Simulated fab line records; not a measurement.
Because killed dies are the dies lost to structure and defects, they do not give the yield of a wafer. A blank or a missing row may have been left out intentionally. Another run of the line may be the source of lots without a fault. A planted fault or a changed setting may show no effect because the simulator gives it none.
Chamber matching + flow nand_harc + NHARC_P_M0_PRE_CLEAN_31 on pecvd-02 has 3 sister chambers
The step time 12 s. 3 wafers are shown with their chamber, then 7 later ones without.

WAFERS PAIRED WITH THEIR CHAMBERS
| wafer  | chamber | heater_power_w (W) |
|--------|---------|--------------------|
| L088.4 | 2       | 618                |
| L089.1 | 0       | 603                |
| L089.2 | 1       | 644                |

WAFERS MISSING THEIR CHAMBER
| wafer  | heater_power_w (W) |
|--------|--------------------|
| L089.6 | 585                |
| L095.2 | 588                |
| L095.5 | 623                |
| L095.6 | 592                |
| L096.2 | 625                |
| L096.3 | 620                |
| L096.5 | 617                |

EACH ONE'S CHAMBER
| wafer  | from the rows above          | in truth |
|--------|------------------------------|----------|
| L089.6 | can't be placed: 0 or 2      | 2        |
| L095.2 | can't be placed: 0 or 2      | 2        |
| L095.5 | can't be placed: 2 or 0 or 1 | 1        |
| L095.6 | can't be placed: 0 or 2      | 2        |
| L096.2 | can't be placed: 2 or 1 or 0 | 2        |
| L096.3 | can't be placed: 2 or 0      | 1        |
| L096.5 | can't be placed: 2 or 0      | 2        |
0 of 7 placed correctly. Not placeable from these rows: 7 (in 6, the candidates include the true chamber). Wrongly placed: 0.
How it was worked out, from the rows above alone: a wafer's distance from a chamber is the root of the sum, over the readings, of the square of ((its reading less the chamber's mean) divided by the reading's scatter). If the next closest chamber is less than 2 further off than the closest, the wafer can't be placed; otherwise it belongs to the closest. For every chamber, the mean is computed from those of its wafers that are shown. The scatter (one wafer shown for each chamber): square how far every hidden wafer sits from the nearest shown wafer, average those squares and take the square root.
